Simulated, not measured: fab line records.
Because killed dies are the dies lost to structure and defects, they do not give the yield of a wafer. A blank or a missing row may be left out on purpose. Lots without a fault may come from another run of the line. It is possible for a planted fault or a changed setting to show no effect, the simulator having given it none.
Chamber matching    flow nandHarc    NHARC_A_SGD_CUT_PRECLEAN_18 on wetBench-07 has 8 sister chambers
The step cleans in SC1. 16 wafers are shown with their chamber, then 8 later ones without.

WAFERS WITH THEIR CHAMBER
wafer   chamber  bathGuardTempC (C)  diwFlowMLMin
L835.1  1        49.5                1424
L835.2  7        50.4                1413
L835.6  3        49.8                1412
L836.2  5        50.8                1412
L836.5  3        49.4                1414
L836.6  4        49.9                1420
L841.2  0        49.3                1418
L841.3  2        50.1                1421
L841.4  4        49.8                1418
L842.2  2        50.2                1414
L842.5  1        49.5                1413
L842.6  7        50.0                1416
L844.1  0        49.4                1420
L844.3  3        49.4                1416
L844.6  5        50.9                1417
L847.3  6        50.1                1416

SIGNATURES, as means of the wafers listed above
reading         chamber 0  chamber 1  chamber 2  chamber 3  chamber 4  chamber 5  chamber 6  chamber 7  scatter within a chamber
bathGuardTempC  49.350     49.500     50.150     49.533     49.850     50.850     50.100     50.200     0.161
diwFlowMLMin    1419.00    1418.50    1417.50    1414.00    1419.00    1414.50    1416.00    1414.50    3.77
Rule: for a wafer and a chamber, the distance is found by dividing, reading by reading, the gap between the wafer's reading and the chamber's mean by the reading's scatter, squaring, summing and taking the root. If the next closest chamber is less than 2 further off than the closest, the wafer can't be placed; otherwise it belongs to the closest. The scatter is the square root of a quotient: the sum, over the shown wafers, of each reading's squared deviation from its chamber's mean, divided by wafers minus chambers.

WAFERS WITHOUT THEIR CHAMBER
wafer   bathGuardTempC (C)  diwFlowMLMin
L847.5  49.3                1420
L847.6  51.0                1416
L854.4  50.8                1416
L854.5  50.1                1416
L854.6  49.4                1420
L856.2  49.0                1411
L856.3  50.4                1414
L856.5  50.2                1419

THE CHAMBER EACH PASSED THROUGH
wafer   from the rows above                in truth
L847.5  can't be placed: 0 or 1 or 3       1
L847.6  5                                  5
L854.4  5                                  5
L854.5  can't be placed: 6 or 2 or 7 or 4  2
L854.6  can't be placed: 0 or 1 or 3       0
L856.2  can't be placed: 0 or 3 or 1       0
L856.3  can't be placed: 7 or 2 or 6 or 5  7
L856.5  can't be placed: 2 or 6 or 7 or 4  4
Correct placement for 2 of the 8. From these rows, 6 cannot be placed; in 6 the true chamber is one of the candidates. 0 placed wrongly.
